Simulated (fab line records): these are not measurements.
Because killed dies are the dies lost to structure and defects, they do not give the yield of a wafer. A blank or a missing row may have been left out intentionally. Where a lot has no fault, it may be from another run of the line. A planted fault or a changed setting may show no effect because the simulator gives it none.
fab line records ; flow nand_harc ; part 1 of 2: steps 1 to 3 of 6
record lots=23; wafers=69; last_day=33
route steps=1302 shown A_CONTACT@1027
lots untouched by any fault: they come from a run of this same line in which no faults occurred
start_h: hours from the record's opening day to when the first of the lot's shown wafers began ; wait_h: how many hours have passed since the lot's step before this one ; " identical to the entry in the row above ; L1.1+2: a single row standing in for several wafers ; - no value present, or no start provided ; * or withheld: withheld ; < > ~ a bound
route shown NAME@n: NAME is a module with steps in the file, n the number in the route of the first one ; usual: mean/standard deviation of fault-free wafers ; same: alike in all rows ; chamber/n: place in a boat ; sites: readings site by site ; _std_site: the values' standard deviation ; _edge_site: the outer-site mean with the inner-site mean subtracted ; radius_mm: how far each site lies from the wafer's centre ; mask NAME#n: copy n ; behind: the tool/chamber that last shaped the wafer ; hold: why the lot was held/for how many hours/how that ended ; device: names the non-switching transistor (n, p or np) ; end of line: tests of these same wafers at the route's end ; for a step that has no rows: nothing shown but its recipe ; killed: at the first sort, the dies lost to defects and structure; wafer yield is something else ; map: shows each die of a wafer: x if killed, . if not, _ if none is there
set.NAME: the setting that was run; set.NAME@STEP: the one run at that earlier step ; model.NAME: the simulator's own value behind a step, which no gauge read
steps of the route over a sample of lots; a table a step, a row a wafer
services: a tool's chamber out of use, with start hour (start_h, from the record's first day; less than 0 if before it), hours out, and reason
## steps
# step NHARC_A_CONTACT_DEP_57
# recipe target_thk_a=53000; temp_c=400; material=aC
# usual throttle_valve_pct=35.000/0.01
lot.wafer;tool;chamber;start_h;wait_h;throttle_valve_pct
L074.1;acl_dep-02;0;485.83;-;35.011
L074.2;acl_dep-02;0;485.83;-;34.980
L074.4;acl_dep-02;0;487.43;-;34.989
L075.2;acl_dep-03;0;502.42;-;34.984
L075.5;acl_dep-03;0;504.00;-;34.996
L075.6;acl_dep-03;0;504.00;-;35.005
L076.1;acl_dep-01;0;510.47;-;35.000
L076.2;acl_dep-01;0;510.47;-;35.019
L076.5;acl_dep-01;0;512.64;-;34.995
L077.2;acl_dep-03;0;513.80;-;34.995
L077.3;acl_dep-03;0;513.80;-;35.007
L077.6;acl_dep-03;0;515.95;-;35.006
L078.1;acl_dep-02;0;531.54;-;34.983
L078.3;acl_dep-02;0;532.60;-;35.021
L078.5;acl_dep-02;0;533.65;-;35.004
L079.2;acl_dep-01;0;545.24;-;35.004
L079.5;acl_dep-01;0;546.84;-;35.001
L079.6;acl_dep-01;0;546.84;-;34.980
L081.3;acl_dep-01;0;571.96;-;35.003
L081.4;acl_dep-01;0;571.96;-;34.997
L081.6;acl_dep-01;0;573.59;-;35.001
L082.1;acl_dep-03;0;573.55;-;35.000
L082.4;acl_dep-03;0;575.16;-;35.022
L082.6;acl_dep-03;0;576.24;-;35.010
L080.1;acl_dep-02;0;576.85;-;35.001
L080.3;acl_dep-02;0;577.91;-;34.976
L080.5;acl_dep-02;0;578.98;-;35.004
L083.2;acl_dep-01;0;600.11;-;35.000
L083.4;acl_dep-01;0;601.18;-;34.995
L083.6;acl_dep-01;0;602.26;-;34.994
L085.1;acl_dep-02;0;600.23;-;34.988
L085.2;acl_dep-02;0;600.23;-;35.005
L085.3;acl_dep-02;0;600.23;-;34.990
L084.2;acl_dep-03;0;617.29;-;35.002
L084.3;acl_dep-03;0;617.29;-;35.000
L084.5;acl_dep-03;0;618.88;-;34.990
L086.3;acl_dep-01;0;626.63;-;35.005
L086.5;acl_dep-01;0;627.71;-;35.005
L086.6;acl_dep-01;0;627.71;-;34.997
L087.1;acl_dep-01;0;642.78;-;34.998
L087.2;acl_dep-01;0;642.78;-;35.005
L087.6;acl_dep-01;0;645.46;-;34.975
L089.1;acl_dep-03;0;643.72;-;35.010
L089.3;acl_dep-03;0;644.78;-;34.996
L089.6;acl_dep-03;0;646.37;-;35.001
L090.1;acl_dep-02;0;645.99;-;35.011
L090.3;acl_dep-02;0;647.06;-;34.986
L090.5;acl_dep-02;0;648.12;-;35.001
L088.4;acl_dep-01;0;653.23;-;35.008
L088.5;acl_dep-01;0;653.23;-;35.012
L088.6;acl_dep-01;0;653.23;-;35.017
L091.3;acl_dep-02;0;670.82;-;35.006
L091.4;acl_dep-02;0;670.82;-;35.003
L091.6;acl_dep-02;0;672.43;-;34.999
L093.1;acl_dep-02;0;684.50;-;35.000
L093.2;acl_dep-02;0;684.50;-;35.001
L093.3;acl_dep-02;0;684.50;-;34.993
L094.1;acl_dep-02;0;687.69;-;35.008
L094.2;acl_dep-02;0;687.69;-;34.995
L094.4;acl_dep-02;0;689.29;-;35.009
L092.1;acl_dep-01;0;689.94;-;35.001
L092.2;acl_dep-01;0;689.94;-;35.003
L092.3;acl_dep-01;0;689.94;-;35.007
L097.2;acl_dep-02;0;713.22;-;35.005
L097.3;acl_dep-02;0;713.22;-;35.004
L097.6;acl_dep-02;0;715.37;-;35.006
L096.1;acl_dep-01;0;713.23;-;35.020
L096.2;acl_dep-01;0;713.23;-;34.984
L096.6;acl_dep-01;0;715.92;-;35.001
# step NHARC_A_CONTACT_DESCUM_74
# recipe time_s=3; o2_flow_sccm=200; ar_flow_sccm=0; bias_power_w=0; chemistry=O2
# usual drypump_motor_current_A=5.8/0.4; mfc_ar_sccm=0.017/0.013; oes_product_au=0.999/0.009; rf_vpp_V=58.1/0.91; showerhead_plenum_p_Torr=1.99/0.078; throttle_valve_pct=11.311/0.0086
lot.wafer;tool;chamber;start_h;wait_h;drypump_motor_current_A;mfc_ar_sccm;oes_product_au;rf_hours_counter_h;rf_vpp_V;showerhead_plenum_p_Torr;throttle_valve_pct
L074.2;rie_diel-12;3;489.85;0.1;5.8;0;1.008;10;57.7;2.07;11.309
L074.1;rie_diel-12;0;489.85;0.1;5.9;0.006;0.995;11;58.3;2.05;11.310
L074.4;rie_diel-12;1;489.85;0.1;5.8;0.002;0.988;9;58.0;1.98;11.320
L075.2;rie_diel-05;0;506.01;0.1;5.5;0.042;1.003;15;56.4;2.03;11.313
L075.6;rie_diel-05;1;506.01;0.1;6.5;0.014;0.995;-;59.8;2.02;11.304
L075.5;rie_diel-05;2;506.01;0.1;5.7;0.019;1.001;-;58.4;2.07;11.317
L076.2;rie_diel-05;3;514.65;0.1;5.9;0.020;1.002;16;58.0;1.95;11.315
L076.1;rie_diel-05;0;514.65;0.1;5.4;0.042;0.996;15;57.5;2.03;11.320
L076.5;rie_diel-05;0;514.65;0.1;5.4;0.042;0.986;-;57.1;2.03;11.299
L077.2;rie_diel-05;0;517.43;0.1;5.5;0.042;0.994;16;57.5;2.03;11.309
L077.3;rie_diel-05;2;517.43;0.1;5.7;0.019;1.006;19;59.1;2.07;11.324
L077.6;rie_diel-05;3;517.43;0.1;5.9;0.020;0.992;-;57.4;1.95;11.315
L078.1;rie_diel-05;2;535.53;0.1;5.7;0.019;0.998;20;58.8;2.07;11.323
L078.3;rie_diel-05;3;535.53;0.1;5.9;0.020;0.999;18;58.2;1.94;11.320
L078.5;rie_diel-05;1;535.53;0.1;6.6;0.014;0.992;-;57.8;2.02;11.316
L079.2;rie_diel-05;3;548.84;0.1;5.9;0.020;1.002;20;58.4;1.94;11.325
L079.6;rie_diel-05;3;548.84;0.1;5.8;0.020;0.989;-;57.9;1.94;11.314
L079.5;rie_diel-05;0;548.84;0.1;5.4;0.042;0.997;-;57.5;2.03;11.319
L081.3;rie_diel-05;1;575.11;0.1;6.6;0.014;0.985;18;58.6;2.02;11.316
L081.4;rie_diel-05;2;575.11;0.1;5.7;0.019;1.002;24;57.8;2.07;11.316
L081.6;rie_diel-05;2;575.11;0.1;5.7;0.019;0.993;-;58.2;2.07;11.315
L082.4;rie_diel-05;3;577.82;0.1;5.8;0.020;0.997;23;57.5;1.94;11.312
L082.1;rie_diel-05;0;577.82;0.1;5.4;0.042;1.005;23;57.1;2.03;11.321
L082.6;rie_diel-05;2;577.82;0.1;5.7;0.019;0.996;-;58.5;2.07;11.326
L080.3;rie_diel-05;1;581.07;0.1;6.6;0.014;0.995;20;59.0;2.02;11.306
L080.1;rie_diel-05;2;581.07;0.1;5.7;0.019;1.001;26;57.8;2.07;11.307
L080.5;rie_diel-05;2;581.07;0.1;5.7;0.019;0.990;-;58.3;2.07;11.304
L083.2;rie_diel-05;2;603.72;0.1;5.7;0.019;1.013;0;58.0;2.07;11.309
L083.4;rie_diel-05;0;603.72;0.1;5.5;0.042;1.017;0;58.5;2.03;11.309
L083.6;rie_diel-05;2;603.72;0.1;5.7;0.019;1.013;-;58.8;2.07;11.327
L085.1;rie_diel-12;3;604.35;0.1;5.8;0;1.021;49;58.3;2.06;11.318
L085.3;rie_diel-12;1;604.35;0.1;5.7;0.002;0.991;48;58.4;1.96;11.305
L085.2;rie_diel-12;2;604.35;0.1;6.2;0;1.006;55;56.8;1.81;11.326
L084.3;rie_diel-05;0;620.80;0.1;5.5;0.042;1.002;3;59.6;2.03;11.303
L084.2;rie_diel-05;2;620.80;0.1;5.7;0.019;1.002;3;59.7;2.07;11.310
L084.5;rie_diel-05;0;620.80;0.1;5.4;0.042;0.994;-;57.4;2.03;11.315
L086.3;rie_diel-05;1;629.73;0.1;6.6;0.014;0.998;5;58.6;2.02;11.300
L086.6;rie_diel-05;1;629.73;0.1;6.6;0.014;1.000;-;59.6;2.02;11.310
L086.5;rie_diel-05;2;629.73;0.1;5.7;0.019;1.010;-;58.0;2.07;11.306
L087.2;rie_diel-05;1;646.82;0.1;6.6;0.014;0.995;11;59.0;2.01;11.321
L087.1;rie_diel-05;2;646.82;0.1;5.7;0.019;1.011;10;59.5;2.06;11.319
L087.6;rie_diel-05;3;646.82;0.1;5.9;0.020;0.997;-;57.1;1.94;11.337
L089.3;rie_diel-06;3;647.84;0.1;5.9;0.015;0.993;43;57.5;1.83;11.307
L089.1;rie_diel-06;2;647.84;0.1;5.0;0;0.987;58;57.6;2.02;11.326
L089.6;rie_diel-06;3;647.84;0.1;5.9;0.015;0.982;-;58.6;1.83;11.318
L090.1;rie_diel-06;3;650.21;0.1;5.9;0.015;1.001;43;56.9;1.83;11.321
L090.3;rie_diel-06;0;650.21;0.1;5.6;0;1.005;60;58.0;1.81;11.311
L090.5;rie_diel-06;2;650.21;0.1;5.0;0;0.996;-;56.6;2.02;11.317
L088.4;rie_diel-06;2;655.78;0.1;5.0;0;0.987;60;58.0;2.02;11.307
L088.5;rie_diel-06;2;655.78;0.1;5.0;0;0.995;-;57.8;2.02;11.293
L088.6;rie_diel-06;3;655.78;0.1;5.9;0.015;0.988;-;57.7;1.83;11.324
L091.3;rie_diel-05;2;673.78;0.1;5.7;0.019;1.000;16;57.8;2.06;11.306
L091.6;rie_diel-05;2;673.78;0.1;5.7;0.019;1.018;-;59.2;2.06;11.327
L091.4;rie_diel-05;0;673.78;0.1;5.5;0.042;1.005;-;57.8;2.02;11.310
L093.3;rie_diel-12;1;688.63;0.1;5.8;0.002;0.978;18;56.3;1.95;11.320
L093.1;rie_diel-12;2;688.63;0.1;6.2;0;1.010;16;57.7;1.80;11.304
L093.2;rie_diel-12;3;688.63;0.1;5.8;0;1.014;15;56.8;2.05;11.325
L094.1;rie_diel-05;2;691.82;0.1;5.7;0.019;1.000;19;57.4;2.06;11.307
L094.4;rie_diel-05;3;691.82;0.1;5.8;0.020;1.001;17;57.4;1.94;11.322
L094.2;rie_diel-05;0;691.82;0.1;5.5;0.042;1.008;17;58.6;2.02;11.322
L092.2;rie_diel-06;1;694.08;0.1;5.7;0;1.012;7;57.8;1.88;11.296
L092.3;rie_diel-06;3;694.08;0.1;5.9;0.015;0.991;6;57.9;1.82;11.316
L092.1;rie_diel-06;0;694.08;0.1;5.6;0;1.006;6;55.6;1.81;11.300
L097.2;rie_diel-12;2;716.85;0.1;6.2;0;1.008;31;58.5;1.80;11.312
L097.3;rie_diel-12;3;716.85;0.1;5.8;0;0.999;30;59.4;2.05;11.317
L097.6;rie_diel-12;0;716.85;0.1;5.9;0.006;0.976;-;59.0;2.03;11.311
L096.1;rie_diel-05;3;717.28;0.1;5.9;0.020;0.993;24;58.7;1.93;11.308
L096.2;rie_diel-05;0;717.28;0.1;5.4;0.042;1.003;23;58.3;2.02;11.308
L096.6;rie_diel-05;1;717.28;0.1;6.6;0.014;1.009;-;57.9;2.01;11.317
# step NHARC_A_CONTACT_ETCH_77
# recipe target_depth_a=1089; time_s=54.5; cf4_flow_sccm=100; chf3_flow_sccm=30; ar_flow_sccm=0; rf_w=500; bias_w=200; chemistry=CF4/CHF3
# usual drypump_motor_current_A=5.8/0.39; mfc_ar_sccm=0.017/0.014; oes_product_au=0.936/0.022; rf_vpp_V=372.3/2.2; showerhead_plenum_p_Torr=1.63/0.061; throttle_valve_pct=16.802/0.009
lot.wafer;tool;chamber;start_h;wait_h;drypump_motor_current_A;mfc_ar_sccm;oes_product_au;rf_hours_counter_h;rf_vpp_V;showerhead_plenum_p_Torr;throttle_valve_pct
L074.2;rie_diel-12;0;-;-;5.9;0.006;0.973;11;374.2;1.68;16.799
L074.4;rie_diel-12;1;-;-;5.8;0.002;0.966;10;373.5;1.62;16.799
L074.1;rie_diel-12;3;-;-;5.8;0;0.982;11;373.6;1.70;16.795
L075.2;rie_diel-05;3;-;-;5.8;0.020;0.918;15;370.7;1.60;16.817
L075.5;rie_diel-05;0;-;-;5.5;0.042;0.919;-;372.8;1.67;16.795
L075.6;rie_diel-05;1;-;-;6.6;0.014;0.911;-;372.1;1.66;16.795
L076.1;rie_diel-05;2;-;-;5.7;0.019;0.931;18;375.2;1.70;16.807
L076.2;rie_diel-05;3;-;-;5.9;0.020;0.922;16;371.7;1.60;16.797
L076.5;rie_diel-05;1;-;-;6.6;0.014;0.934;-;371.9;1.66;16.777
L077.2;rie_diel-05;0;-;-;5.5;0.042;0.927;16;371.4;1.67;16.812
L077.3;rie_diel-05;1;-;-;6.6;0.014;0.915;13;374.0;1.66;16.799
L077.6;rie_diel-05;0;-;-;5.4;0.042;0.923;-;373.8;1.67;16.803
L078.3;rie_diel-05;0;-;-;5.5;0.042;0.966;18;372.4;1.67;16.801
L078.1;rie_diel-05;1;-;-;6.5;0.014;0.963;15;372.0;1.66;16.787
L078.5;rie_diel-05;1;-;-;6.6;0.014;0.964;-;372.6;1.66;16.815
L079.2;rie_diel-05;0;-;-;5.4;0.042;0.957;20;373.0;1.66;16.808
L079.5;rie_diel-05;1;-;-;6.6;0.014;0.982;-;374.1;1.66;16.809
L079.6;rie_diel-05;2;-;-;5.7;0.019;0.970;-;374.3;1.69;16.800
L081.4;rie_diel-05;2;-;-;5.7;0.019;0.918;24;376.2;1.69;16.823
L081.3;rie_diel-05;0;-;-;5.5;0.042;0.917;22;373.3;1.66;16.802
L081.6;rie_diel-05;1;-;-;6.6;0.014;0.915;-;372.2;1.66;16.803
L082.4;rie_diel-05;3;-;-;5.8;0.020;0.916;23;372.1;1.60;16.794
L082.1;rie_diel-05;0;-;-;5.4;0.042;0.914;23;373.9;1.66;16.806
L082.6;rie_diel-05;3;-;-;5.9;0.020;0.913;-;372.4;1.60;16.804
L080.3;rie_diel-05;3;-;-;5.8;0.020;0.975;25;371.0;1.60;16.803
L080.1;rie_diel-05;2;-;-;5.7;0.019;0.965;26;374.6;1.69;16.811
L080.5;rie_diel-05;0;-;-;5.4;0.042;0.982;-;373.6;1.66;16.793
L083.4;rie_diel-05;3;-;-;5.9;0.020;0.986;1;370.9;1.60;16.792
L083.2;rie_diel-05;0;-;-;5.4;0.042;0.983;0;374.1;1.66;16.799
L083.6;rie_diel-05;3;-;-;5.8;0.020;0.971;-;372.7;1.60;16.792
L085.2;rie_diel-12;0;-;-;5.9;0.006;0.911;48;372.9;1.67;16.797
L085.1;rie_diel-12;1;-;-;5.8;0.002;0.919;49;371.4;1.61;16.815
L085.3;rie_diel-12;3;-;-;5.8;0;0.953;49;374.1;1.69;16.810
L084.3;rie_diel-05;1;-;-;6.5;0.014;0.919;3;372.2;1.65;16.803
L084.2;rie_diel-05;2;-;-;5.7;0.019;0.941;3;372.4;1.69;16.808
L084.5;rie_diel-05;3;-;-;5.8;0.020;0.940;-;372.9;1.60;16.809
L086.3;rie_diel-05;0;-;-;5.4;0.042;0.931;4;373.9;1.66;16.803
L086.5;rie_diel-05;1;-;-;6.6;0.014;0.927;-;373.1;1.65;16.804
L086.6;rie_diel-05;2;-;-;5.7;0.019;0.936;-;374.9;1.69;16.808
L087.1;rie_diel-05;3;-;-;5.9;0.020;0.925;8;371.6;1.59;16.826
L087.2;rie_diel-05;2;-;-;5.7;0.019;0.931;10;373.6;1.69;16.811
L087.6;rie_diel-05;3;-;-;5.9;0.020;0.925;-;372.0;1.59;16.801
L089.3;rie_diel-06;2;-;-;5.0;0;0.918;58;373.8;1.66;16.803
L089.1;rie_diel-06;3;-;-;5.9;0.015;0.919;43;368.3;1.51;16.801
L089.6;rie_diel-06;1;-;-;5.7;0;0.914;-;370.4;1.55;16.802
L090.1;rie_diel-06;2;-;-;5.0;0;0.920;59;372.9;1.66;16.811
L090.3;rie_diel-06;3;-;-;5.9;0.015;0.919;44;369.6;1.51;16.799
L090.5;rie_diel-06;1;-;-;5.7;0;0.938;-;370.3;1.55;16.800
L088.4;rie_diel-06;1;-;-;5.7;0;0.921;63;369.7;1.55;16.805
L088.5;rie_diel-06;0;-;-;5.6;0;0.927;-;367.1;1.49;16.794
L088.6;rie_diel-06;1;-;-;5.7;0;0.915;-;369.1;1.55;16.795
L091.3;rie_diel-05;0;-;-;5.4;0.042;0.917;13;372.5;1.66;16.824
L091.4;rie_diel-05;0;-;-;5.4;0.042;0.927;-;373.4;1.66;16.793
L091.6;rie_diel-05;3;-;-;5.8;0.020;0.934;-;371.1;1.59;16.805
L093.3;rie_diel-12;2;-;-;6.2;0;0.931;16;368.2;1.49;16.813
L093.1;rie_diel-12;0;-;-;5.9;0.006;0.914;18;373.9;1.67;16.802
L093.2;rie_diel-12;1;-;-;5.8;0.002;0.911;19;371.6;1.60;16.803
L094.1;rie_diel-05;1;-;-;6.6;0.014;0.923;18;373.8;1.65;16.786
L094.4;rie_diel-05;2;-;-;5.7;0.019;0.922;19;376.1;1.69;16.792
L094.2;rie_diel-05;3;-;-;5.8;0.020;0.929;17;371.3;1.59;16.800
L092.2;rie_diel-06;0;-;-;5.6;0;0.938;6;368.4;1.49;16.804
L092.3;rie_diel-06;1;-;-;5.7;0;0.924;7;368.8;1.55;16.793
L092.1;rie_diel-06;2;-;-;5.0;0;0.928;7;372.3;1.65;16.807
L097.3;rie_diel-12;1;-;-;5.8;0.002;0.927;33;373.3;1.60;16.805
L097.2;rie_diel-12;2;-;-;6.2;0;0.929;31;367.1;1.48;16.798
L097.6;rie_diel-12;3;-;-;5.8;0;0.927;-;372.7;1.68;16.787
L096.2;rie_diel-05;3;-;-;5.9;0.020;0.919;24;370.7;1.59;16.807
L096.1;rie_diel-05;1;-;-;6.6;0.014;0.934;24;372.0;1.65;16.799
L096.6;rie_diel-05;0;-;-;5.4;0.042;0.926;-;372.0;1.66;16.792
